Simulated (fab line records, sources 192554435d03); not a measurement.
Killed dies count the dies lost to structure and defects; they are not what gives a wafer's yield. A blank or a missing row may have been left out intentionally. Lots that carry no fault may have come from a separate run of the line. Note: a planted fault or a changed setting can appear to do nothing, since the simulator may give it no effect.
Matching of chambers / flow n5 finfet / N5_BEOL_M2_CMP_52 on cmp-01: 4 sister chambers
The step polishes, stops on SiOC, t overpolish 6.8 s, target thk 40 nm. 20 wafers are shown with their chamber, then 10 later ones without.

WAFERS, EACH WITH ITS CHAMBER
wafer=L076.1; chamber=2; motor current A (A)=6.0; platen rpm (rpm)=50.00; slurry filter dp kPa (kPa)=13.43
wafer=L076.3; chamber=3; motor current A (A)=5.3; platen rpm (rpm)=49.99; slurry filter dp kPa (kPa)=13.32
wafer=L076.6; chamber=0; motor current A (A)=5.3; platen rpm (rpm)=50.03; slurry filter dp kPa (kPa)=13.34
wafer=L077.1; chamber=3; motor current A (A)=5.6; platen rpm (rpm)=49.97; slurry filter dp kPa (kPa)=13.27
wafer=L077.3; chamber=2; motor current A (A)=6.4; platen rpm (rpm)=49.98; slurry filter dp kPa (kPa)=13.47
wafer=L077.5; chamber=3; motor current A (A)=5.5; platen rpm (rpm)=50.02; slurry filter dp kPa (kPa)=13.42
wafer=L079.3; chamber=3; motor current A (A)=5.6; platen rpm (rpm)=49.99; slurry filter dp kPa (kPa)=13.58
wafer=L079.4; chamber=0; motor current A (A)=5.5; platen rpm (rpm)=50.04; slurry filter dp kPa (kPa)=13.65
wafer=L079.6; chamber=1; motor current A (A)=7.3; platen rpm (rpm)=49.99; slurry filter dp kPa (kPa)=13.48
wafer=L085.3; chamber=1; motor current A (A)=7.3; platen rpm (rpm)=49.95; slurry filter dp kPa (kPa)=13.45
wafer=L085.5; chamber=2; motor current A (A)=6.5; platen rpm (rpm)=49.97; slurry filter dp kPa (kPa)=13.41
wafer=L085.6; chamber=1; motor current A (A)=7.0; platen rpm (rpm)=49.98; slurry filter dp kPa (kPa)=13.74
wafer=L087.2; chamber=2; motor current A (A)=6.0; platen rpm (rpm)=49.98; slurry filter dp kPa (kPa)=13.32
wafer=L087.4; chamber=0; motor current A (A)=5.2; platen rpm (rpm)=49.96; slurry filter dp kPa (kPa)=13.43
wafer=L087.6; chamber=2; motor current A (A)=6.2; platen rpm (rpm)=49.99; slurry filter dp kPa (kPa)=13.45
wafer=L088.2; chamber=0; motor current A (A)=5.2; platen rpm (rpm)=50.04; slurry filter dp kPa (kPa)=13.62
wafer=L088.3; chamber=3; motor current A (A)=5.4; platen rpm (rpm)=49.98; slurry filter dp kPa (kPa)=13.53
wafer=L088.5; chamber=3; motor current A (A)=5.5; platen rpm (rpm)=49.97; slurry filter dp kPa (kPa)=13.39
wafer=L089.2; chamber=0; motor current A (A)=5.4; platen rpm (rpm)=49.99; slurry filter dp kPa (kPa)=13.68
wafer=L089.4; chamber=3; motor current A (A)=5.8; platen rpm (rpm)=49.99; slurry filter dp kPa (kPa)=13.26

SIGNATURES (averages over the wafers above)
reading=motor current A; chamber 0=5.320; chamber 1=7.200; chamber 2=6.220; chamber 3=5.529; scatter within a chamber=0.175
reading=platen rpm; chamber 0=50.0120; chamber 1=49.9733; chamber 2=49.9840; chamber 3=49.9871; scatter within a chamber=0.0227
reading=slurry filter dp kPa; chamber 0=13.5440; chamber 1=13.5567; chamber 2=13.4160; chamber 3=13.3957; scatter within a chamber=0.124
Rule: distance of a wafer from a chamber = root of the sum over the readings of ((wafer's reading minus chamber's mean) / reading's scatter) squared. The wafer belongs to the nearest chamber; if the next one is less than 2 further off, it can't be placed. The scatter is the square root of a quotient: the sum, over the shown wafers, of each reading's squared deviation from its chamber's mean, divided by wafers minus chambers.

WAFERS MISSING THEIR CHAMBER
wafer=L089.6; motor current A (A)=5.2; platen rpm (rpm)=50.03; slurry filter dp kPa (kPa)=13.54
wafer=L091.2; motor current A (A)=5.2; platen rpm (rpm)=49.95; slurry filter dp kPa (kPa)=13.29
wafer=L091.4; motor current A (A)=6.4; platen rpm (rpm)=50.01; slurry filter dp kPa (kPa)=13.65
wafer=L091.6; motor current A (A)=6.3; platen rpm (rpm)=50.07; slurry filter dp kPa (kPa)=13.29
wafer=L090.1; motor current A (A)=6.4; platen rpm (rpm)=50.01; slurry filter dp kPa (kPa)=13.37
wafer=L090.5; motor current A (A)=7.3; platen rpm (rpm)=49.99; slurry filter dp kPa (kPa)=13.67
wafer=L090.6; motor current A (A)=5.2; platen rpm (rpm)=49.95; slurry filter dp kPa (kPa)=13.34
wafer=L097.1; motor current A (A)=6.2; platen rpm (rpm)=50.09; slurry filter dp kPa (kPa)=13.30
wafer=L097.4; motor current A (A)=5.4; platen rpm (rpm)=50.06; slurry filter dp kPa (kPa)=13.49
wafer=L097.5; motor current A (A)=7.1; platen rpm (rpm)=49.99; slurry filter dp kPa (kPa)=13.57

EACH ONE'S CHAMBER
wafer=L089.6; from the rows above=can't be placed: 0 or 3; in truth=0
wafer=L091.2; from the rows above=can't be placed: 3 or 0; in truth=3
wafer=L091.4; from the rows above=2; in truth=2
wafer=L091.6; from the rows above=can't be placed: 2 or 3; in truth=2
wafer=L090.1; from the rows above=2; in truth=2
wafer=L090.5; from the rows above=1; in truth=1
wafer=L090.6; from the rows above=can't be placed: 3 or 0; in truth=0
wafer=L097.1; from the rows above=can't be placed: 2 or 3 or 0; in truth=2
wafer=L097.4; from the rows above=can't be placed: 0 or 3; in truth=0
wafer=L097.5; from the rows above=1; in truth=1
Correct placement for 4 of the 10. Cannot be placed on the basis of these rows: 6; the candidates contain the true chamber in 6. Number placed wrongly: 0.
